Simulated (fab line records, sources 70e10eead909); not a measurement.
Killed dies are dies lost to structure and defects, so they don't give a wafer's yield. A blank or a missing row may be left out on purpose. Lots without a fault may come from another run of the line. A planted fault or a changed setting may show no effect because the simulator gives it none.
fab line records | flow nand_harc
record lots=11 wafers=32 last_day=25
route steps=1159 shown A_CONTACT@920 END@1159
lots that met no fault: from a run of the same line without faults
start_h: hours from the record's first day to the start of the lot's first wafer shown | wait_h: hours since the lot's step before | " the same as in the row above | L1.1+2: a row that stands for several wafers | - no value, or no start given | * or withheld: withheld | < > ~ a bound
route shown NAME@n: a module of which the file shows steps, and the number in the route of the first | usual: mean/standard deviation of fault-free wafers | same: alike in all rows | chamber/n: place in a boat | sites: the reading at each site | _std_site: their standard deviation | _edge_site: outer sites' mean less inner sites' | radius_mm: how far each site lies from the wafer's centre | mask NAME#n: copy n | behind: the tool/chamber that last shaped the wafer | hold: why the lot was held/for how many hours/how that ended | device: the transistor (n, p or np) that didn't switch | end of line: the same wafers' tests at the end of the route | a step without rows: its recipe alone | killed: dies lost to structure and defects at the first sort, not the wafer's yield | map: a wafer's dies, x killed, . not, _ none there
set.NAME: the setting as run; set.NAME@STEP: as run at that earlier step | model.NAME: the simulator's own value behind a step, which no gauge read
steps of the route over a sample of lots; a table a step, a row a wafer
services: from which hour (start_h, from the record's first day; less than 0 if before it) a tool's chamber was out of use, for how many hours, and why
## steps
# step NHARC_A_CONTACT_ETCH_106
# recipe target_depth_a=600 overetch_a=60 time_s=33 ion_energy_ev=100 cf4_flow_sccm=80 o2_flow_sccm=20 ar_flow_sccm=0 rf_w=300 bias_w=100 chemistry=CF4/O2
# usual cf4_flow_sccm=79.98/0.26 drypump_motor_current_A=5.3/0.46 oes_product_au=0.998/0.0071 rf_vpp_V=197.8/1.5 showerhead_plenum_p_Torr=1.34/0.058 throttle_valve_pct=13.398/0.0096
# columns lot.wafer tool chamber start_h wait_h cf4_flow_sccm drypump_motor_current_A oes_product_au rf_hours_counter_h rf_vpp_V showerhead_plenum_p_Torr throttle_valve_pct
L484.1 rie_diel-07 2 374.62 0.1 79.73 5.0 1.007 27 198.5 1.37 13.403
L484.4 " 0 " " 79.72 5.3 0.992 27 198.2 1.37 13.402
L484.5 " 3 " " 80.01 5.1 0.991 - 195.0 1.29 13.394
L485.2 rie_diel-08 0 390.24 0.1 79.93 5.9 0.993 35 195.2 1.24 13.409
L485.4 " 2 " " 80.10 5.2 1.017 33 199.6 1.42 13.393
L485.6 " 0 " " 80.10 5.9 0.997 - 195.1 1.24 13.399
L489.2 rie_diel-07 0 400.32 0.1 79.78 5.3 0.980 34 199.2 1.37 13.389
L489.3 " 1 " " 79.71 5.0 0.995 34 199.3 1.39 13.401
L489.5 " 2 " " 80.54 4.9 0.994 - 196.8 1.37 13.398
L490.3 rie_diel-07 1 401.98 0.1 80.04 5.0 1.004 34 199.1 1.39 13.383
L490.1 " 3 " " 79.92 5.1 0.982 31 196.6 1.29 13.409
L490.2 " 0 " " 80.10 5.3 1.000 34 197.7 1.37 13.391
L492.3 rie_diel-07 2 427.30 0.1 79.30 5.0 1.009 3 198.8 1.37 13.406
L492.2 " 0 " " 79.99 5.3 0.988 3 198.7 1.37 13.400
L492.6 " 2 " " 79.55 5.0 1.012 - 200.2 1.37 13.407
L494.4 rie_diel-04 3 433.12 0.3 79.60 6.7 0.997 45 195.8 1.27 13.401
L494.6 " 3 " " 80.15 6.7 1.000 - 196.3 1.27 13.396
L499.1 rie_diel-04 0 463.39 0.1 79.83 5.9 1.006 63 199.2 1.35 13.415
L499.4 " 1 " " 79.41 5.0 0.998 57 198.0 1.31 13.388
L499.5 " 0 " " 79.88 5.9 0.998 - 199.2 1.35 13.382
L500.3 rie_diel-07 2 472.40 0.1 80.06 4.9 0.999 13 197.2 1.36 13.412
L500.1 " 3 " " 80.14 5.1 1.001 13 196.4 1.29 13.383
L500.6 " 2 " " 80.17 4.9 1.002 - 197.9 1.36 13.392
L503.2 rie_diel-07 1 485.90 0.1 79.88 5.0 0.997 17 198.3 1.39 13.385
L503.3 " 2 " " 80.24 5.0 0.998 17 198.6 1.36 13.382
L503.4 " 3 " " 80.20 5.1 1.005 16 196.2 1.29 13.381
L507.3 rie_diel-08 2 517.18 0.2 80.30 5.2 1.010 13 199.8 1.41 13.392
L507.4 " 0 " " 80.41 5.9 0.998 14 199.4 1.44 13.391
L507.6 " 3 " " 80.20 5.5 1.010 - 200.0 1.44 13.394
L506.4 rie_diel-07 0 524.85 0.1 80.04 5.3 1.000 23 197.7 1.37 13.416
L506.3 " 3 " " 79.92 5.0 1.005 24 195.7 1.29 13.396
L506.5 " 0 " " 79.75 5.3 0.998 - 199.5 1.37 13.408
# step NHARC_A_CONTACT_STRIP_82
# recipe o2_flow_sccm=500 ar_flow_sccm=0 bias_w=0 chemistry=O2
# usual drypump_motor_current_A=5.3/0.43 oes_product_au=0.999/0.0071 rf_vpp_V=57.8/0.94 showerhead_plenum_p_Torr=3.54/0.14 throttle_valve_pct=17.037/0.0088
# columns lot.wafer tool chamber start_h wait_h drypump_motor_current_A oes_product_au rf_hours_counter_h rf_vpp_V showerhead_plenum_p_Torr throttle_valve_pct
L484.1 rie_diel-07 1 - - 5.0 1.005 27 59.3 3.68 17.044
L484.4 " 3 " " 5.1 0.983 25 57.5 3.42 17.049
L484.5 " 0 " " 5.3 1.000 - 58.2 3.63 17.016
L485.4 rie_diel-08 3 - - 5.5 0.999 34 57.0 3.28 17.044
L485.2 " 2 " " 5.2 1.013 33 58.8 3.75 17.041
L485.6 " 3 " " 5.5 1.006 - 58.9 3.28 17.040
L489.3 rie_diel-07 2 - - 4.9 1.008 34 58.6 3.61 17.046
L489.2 " 3 " " 5.1 1.002 31 57.1 3.42 17.043
L489.5 " 1 " " 5.0 0.999 - 54.7 3.68 17.027
L490.2 rie_diel-07 2 - - 5.0 0.998 34 59.4 3.61 17.026
L490.1 " 3 " " 5.1 0.992 31 57.4 3.42 17.034
L490.3 " 1 " " 5.0 0.991 34 56.5 3.67 17.039
L492.3 rie_diel-07 2 - - 5.0 1.014 3 58.2 3.61 17.040
L492.2 " 0 " " 5.3 1.001 3 57.5 3.62 17.031
L492.6 " 2 " " 5.0 1.007 - 57.2 3.61 17.041
L494.4 rie_diel-04 0 - - 6.0 1.003 52 56.8 3.58 17.036
L494.6 " 0 " " 5.9 1.009 - 57.5 3.58 17.040
L499.4 rie_diel-04 1 - - 5.0 1.022 57 57.8 3.47 17.034
L499.1 " 0 " " 5.9 1.002 63 57.0 3.57 17.044
L499.5 " 1 " " 5.0 0.998 - 57.8 3.47 17.037
L500.1 rie_diel-07 2 - - 4.9 1.017 13 58.3 3.60 17.045
L500.3 " 0 " " 5.3 0.996 13 56.6 3.61 17.047
L500.6 " 2 " " 4.9 1.012 - 56.6 3.60 17.034
L503.3 rie_diel-07 2 - - 5.0 1.005 17 58.7 3.60 17.039
L503.4 " 3 " " 5.1 1.006 16 58.1 3.41 17.040
L503.2 " 1 " " 5.0 1.001 17 56.2 3.67 17.037
L507.3 rie_diel-08 2 - - 5.2 0.997 13 56.3 3.72 17.053
L507.4 " 1 " " 6.4 0.998 14 57.9 3.38 17.043
L507.6 " 2 " " 5.2 0.984 - 57.9 3.72 17.041
L506.3 rie_diel-07 2 - - 5.0 1.003 24 58.0 3.60 17.032
L506.4 " 3 " " 5.1 1.014 24 57.3 3.40 17.045
L506.5 " 3 " " 5.1 1.000 - 56.4 3.40 17.031
# step NHARC_A_CONTACT_ETCH_92
# recipe target_depth_a=400 over_etch_frac=0.5 time_s=85.7 ion_energy_ev=120 ch3f_flow_sccm=50 o2_flow_sccm=30 ar_flow_sccm=200 rf_w=500 bias_w=100 chemistry=CH3F/O2
# usual ch3f_flow_sccm=50.00/0.16 drypump_motor_current_A=5.4/0.53 oes_product_au=0.934/0.025 rf_vpp_V=244.3/1.8 showerhead_plenum_p_Torr=2.45/0.11 throttle_valve_pct=20.665/0.0084
# columns lot.wafer tool chamber start_h wait_h ch3f_flow_sccm drypump_motor_current_A oes_product_au rf_hours_counter_h rf_vpp_V showerhead_plenum_p_Torr throttle_valve_pct
L484.1 rie_diel-08 3 382.85 0.4 49.87 5.5 0.911 30 242.5 2.28 20.671
L484.4 " 0 " " 49.64 5.9 0.908 31 241.3 2.29 20.668
L484.5 " 3 " " 49.98 5.5 0.916 - 240.6 2.28 20.646
L485.2 rie_diel-07 0 395.71 0.6 50.05 5.3 0.920 32 246.2 2.53 20.683
L485.4 " 1 " " 50.18 5.0 0.917 32 245.6 2.57 20.680
L485.6 " 3 " " 50.08 5.1 0.917 - 243.2 2.38 20.664
L489.2 rie_diel-08 3 406.03 0.4 49.90 5.5 0.920 39 241.0 2.28 20.656
L489.3 " 0 " " 49.76 5.9 0.920 40 242.1 2.28 20.655
L489.5 " 2 " " 50.13 5.2 0.923 - 247.1 2.62 20.665
L490.3 rie_diel-08 1 408.52 0.3 50.21 6.4 0.924 35 243.4 2.37 20.662
L490.1 " 3 " " 49.82 5.5 0.923 39 243.0 2.28 20.675
L490.2 " 0 " " 49.96 5.9 0.915 40 242.2 2.28 20.667
L492.2 rie_diel-07 1 432.37 0.4 50.01 5.0 0.922 4 245.6 2.56 20.684
L492.3 " 2 " " 49.87 5.0 0.935 3 244.5 2.52 20.672
L492.6 " 1 " " 50.35 5.0 0.931 - 246.8 2.56 20.680
L494.4 rie_diel-07 2 439.56 0.3 50.08 5.0 0.929 4 246.4 2.52 20.663
L494.6 " 0 " " 49.80 5.3 0.916 - 244.1 2.52 20.681
L499.1 rie_diel-08 2 471.60 0.6 50.12 5.2 0.922 64 246.6 2.61 20.676
L499.4 " 1 " " 49.83 6.4 0.927 59 244.2 2.36 20.676
L499.5 " 2 " " 50.28 5.2 0.917 - 245.3 2.61 20.669
L500.3 rie_diel-07 1 479.14 0.2 50.13 5.0 0.926 15 244.2 2.56 20.667
L500.1 " 0 " " 50.03 5.3 0.925 15 245.7 2.52 20.656
L500.6 " 2 " " 50.19 4.9 0.928 - 244.8 2.51 20.656
L503.3 rie_diel-04 2 492.61 0.3 50.11 5.4 1.016 6 243.1 2.41 20.658
L503.2 " 0 " " 49.92 5.9 1.007 5 246.2 2.49 20.672
L503.4 " 1 " " 49.77 5.0 0.993 6 245.2 2.41 20.659
L507.3 rie_diel-08 3 522.45 0.3 50.07 5.5 0.932 15 246.2 2.65 20.663
L507.4 " 0 " " 50.16 5.9 0.923 17 247.7 2.65 20.668
L507.6 " 1 " " 50.06 6.4 0.927 - 241.5 2.35 20.661
L506.3 rie_diel-04 1 529.94 0.3 50.08 5.0 0.925 20 243.9 2.41 20.658
L506.4 " 3 " " 49.89 6.7 0.933 21 242.7 2.32 20.650
L506.5 " 1 " " 50.14 5.0 0.918 - 243.1 2.41 20.670
# step NHARC_A_CONTACT_ETCH_98
# recipe target_depth_a=200 over_etch_frac=0.5 time_s=10 ion_energy_ev=250 c4f6_flow_sccm=25 o2_flow_sccm=20 ar_flow_sccm=500 rf_w=600 bias_w=500 chemistry=C4F6/O2
# usual drypump_motor_current_A=5.5/0.53 oes_product_au=0.958/0.02 rf_vpp_V=546/3.6 showerhead_plenum_p_Torr=3.91/0.16 throttle_valve_pct=26.903/0.0086
# columns lot.wafer tool chamber start_h wait_h drypump_motor_current_A oes_product_au rf_hours_counter_h rf_vpp_V showerhead_plenum_p_Torr throttle_valve_pct
L484.1 rie_diel-08 3 382.98 - 5.5 0.967 30 540 3.65 26.892
L484.4 " 0 " " 5.9 0.960 31 541 3.66 26.906
L484.5 " 0 " " 5.9 0.960 - 541 3.66 26.889
L485.4 rie_diel-07 0 395.82 - 5.3 0.974 32 549 4.03 26.900
L485.2 " 2 " " 5.0 0.960 32 549 4.01 26.900
L485.6 " 3 " " 5.1 0.969 - 545 3.80 26.919
L489.2 rie_diel-08 1 406.14 - 6.4 0.953 35 544 3.79 26.921
L489.3 " 2 " " 5.2 0.946 40 551 4.16 26.906
L489.5 " 1 " " 6.4 0.951 - 543 3.79 26.906
L490.2 rie_diel-08 3 408.66 - 5.5 0.941 39 540 3.65 26.914
L490.3 " 0 " " 5.9 0.941 40 540 3.66 26.907
L490.1 " 2 " " 5.2 0.957 40 552 4.16 26.910
L492.2 rie_diel-07 2 432.51 - 4.9 0.958 3 548 4.01 26.894
L492.3 " 0 " " 5.3 0.937 3 548 4.02 26.922
L492.6 " 1 " " 5.0 0.955 - 549 4.08 26.902
L494.4 rie_diel-07 3 439.65 - 5.1 0.942 3 543 3.80 26.906
L494.6 " 3 " " 5.1 0.730 - 543 3.80 26.894
L499.4 rie_diel-08 3 471.81 - 5.5 0.990 64 542 3.63 26.915
L499.1 " 1 " " 6.4 0.983 59 543 3.77 26.899
L499.5 " 3 " " 5.5 0.987 - 540 3.63 26.896
L500.3 rie_diel-07 0 479.28 - 5.3 0.933 15 548 4.01 26.903
L500.1 " 1 " " 5.0 0.948 15 550 4.07 26.906
L500.6 " 1 " " 5.0 0.734 - 551 4.07 26.917
L503.3 rie_diel-04 3 492.74 - 6.7 0.995 5 542 3.73 26.883
L503.2 " 1 " " 5.0 0.999 6 544 3.85 26.911
L503.4 " 2 " " 5.4 0.999 6 546 3.85 26.904
L507.4 rie_diel-08 2 522.56 - 5.2 0.950 15 553 4.13 26.908
L507.3 " 3 " " 5.5 0.938 15 554 4.22 26.903
L507.6 " 1 " " 6.4 0.945 - 544 3.76 26.898
L506.4 rie_diel-04 0 530.08 - 5.9 0.943 18 547 3.96 26.919
L506.3 " 1 " " 5.0 0.949 20 547 3.84 26.907
L506.5 " 0 " " 6.0 0.946 - 547 3.96 26.917
# step NHARC_END_SORT_01
# recipe temp_c=25
# usual killed_at_array=27/11 killed_at_other=0.7/0.93 killed_at_periphery=2.9/1.9 killed_dies=30/11 killed_open=3.1/1.7 killed_short=1.9/1.3
# same gross_dies=677
# columns lot.wafer tool chamber start_h wait_h killed_at_array killed_at_other killed_at_periphery killed_dies killed_open killed_short
L494.4 prober-01 0 492.44 3.4 24 0 0 24 2 3
L494.6 prober-01 0 494.04 4.0 670 0 0 670 4 4
L500.1 prober-01 0 549.60 2.5 27 1 2 30 3 2
L500.3 prober-01 0 551.18 3.1 37 0 1 38 3 0
L500.6 prober-01 0 553.55 3.9 672 0 0 672 1 1
# killed by level:class
L494.4 A_CHANNEL_HOLE_D1:chamber_film_flake=10 A_STAIRCASE:chamber_film_flake=6 A_BLC:chamber_film_flake=2 A_CHANNEL_FILL_D1:geometric_particle:short=1 A_SGD_CUT:geometric_particle:short=1 A_WL_FILL:geometric_particle:open=1 A_CONTACT:geometric_particle:short=1 A_BLC:geometric_particle:open=1
L494.6 A_CONTACT:area_etch=633 A_STAIRCASE:chamber_film_flake=13 A_CHANNEL_HOLE_D1:chamber_film_flake=12 A_CONTACT:geometric_particle:short=2 A_WL_FILL:chamber_film_flake=2 A_STAIRCASE:geometric_particle:short=1 A_SGD_CUT:geometric_particle:open=1 A_WL_FILL:geometric_particle:open=1
L500.1 A_SLIT:chamber_film_flake=11 A_CHANNEL_HOLE_D1:chamber_film_flake=4 A_CONTACT:geometric_particle:open=3 A_CONTACT:chamber_film_flake=3 A_M1:chamber_film_flake=3 A_ONON_D1:geometric_particle:short=1 A_WL_FILL:geometric_particle:short=1 P_GATE:chamber_film_flake=1
L500.3 A_SLIT:chamber_film_flake=21 A_CHANNEL_HOLE_D1:chamber_film_flake=5 A_M1:chamber_film_flake=5 A_CONTACT:chamber_film_flake=3 P_GATE:geometric_particle:open=1 A_CONTACT:geometric_particle:open=1 A_M0:geometric_particle:open=1 A_WL_FILL:chamber_film_flake=1
L500.6 A_CONTACT:area_etch=645 A_SLIT:chamber_film_flake=12 A_CHANNEL_HOLE_D1:chamber_film_flake=6 A_CONTACT:chamber_film_flake=3 A_M1:chamber_film_flake=3 A_ONON_D1:geometric_particle:short=1 A_CONTACT:geometric_particle:open=1 A_STAIRCASE:chamber_film_flake=1
## services
# columns tool chamber start_h hours kind
rie_diel-07 0 359.78 - clean
rie_diel-07 1 359.78 - clean
rie_diel-07 2 359.78 - clean
rie_diel-07 3 359.78 - clean
rie_diel-07 0 384.28 - clean
rie_diel-07 1 384.28 - clean
rie_diel-07 2 384.28 - clean
rie_diel-07 3 384.28 - clean
rie_diel-07 - 405.27 9.0 pm
rie_diel-07 0 405.27 9.0 vent_cycle
rie_diel-07 1 405.27 9.0 vent_cycle
rie_diel-07 2 405.27 9.0 vent_cycle
rie_diel-07 3 405.27 9.0 vent_cycle
rie_diel-07 0 414.27 - clean
rie_diel-07 1 414.27 - clean
rie_diel-07 2 414.27 - clean
rie_diel-07 3 414.27 - clean
rie_diel-07 3 414.27 - consumable_replace:focus_ring
rie_diel-04 2 418.50 1.2 repair
rie_diel-08 0 433.33 29.2 repair
rie_diel-04 - 466.02 9.0 pm
rie_diel-08 - 479.11 9.0 pm
rie_diel-04 - 490.87 0.7 repair
rie_diel-04 - 501.97 2.3 repair
## key
first_sign step=NHARC_A_CONTACT_ETCH_98 reading=oes_product_au direction=down sigmas=11 usual=0.958 struck=0.732
effect step=NHARC_END_SORT_01 reading=killed_at_array direction=up sigmas=59 usual=27 struck=671
more_kills_born_at NHARC_A_CONTACT_ETCH_98@rie_diel-07=1278
met_at NHARC_A_CONTACT_ETCH_98
struck_lots L494,L500
struck_wafers L494.6,L500.6
later_rows_left_out L494.6,L500.6
tester_left_out L494,L500
not_acting_at NHARC_A_CONTACT_ETCH_106,NHARC_A_CONTACT_STRIP_82,NHARC_A_CONTACT_ETCH_92
onset_between 432.51 439.65
fault kind=process_parameter_drift tool=rie_diel-07 chamber=- onset_h=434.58 steps=NHARC_A_CONTACT_ETCH_98 channel=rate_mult offset=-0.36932 shape=step end_h=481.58 scope=struck_wafers_only
# tester_left_out: of these lots the tester's yield and bins aren't shown, on N5 and GAA mostly nor the transistor test; their killed dies are dies lost to structure and defects alone, not to doping, threshold or leakage, so they don't give the yield
# later_rows_left_out: the simulator's readings of these wafers behind a module that went badly wrong aren't trusted and aren't shown, but for the sort
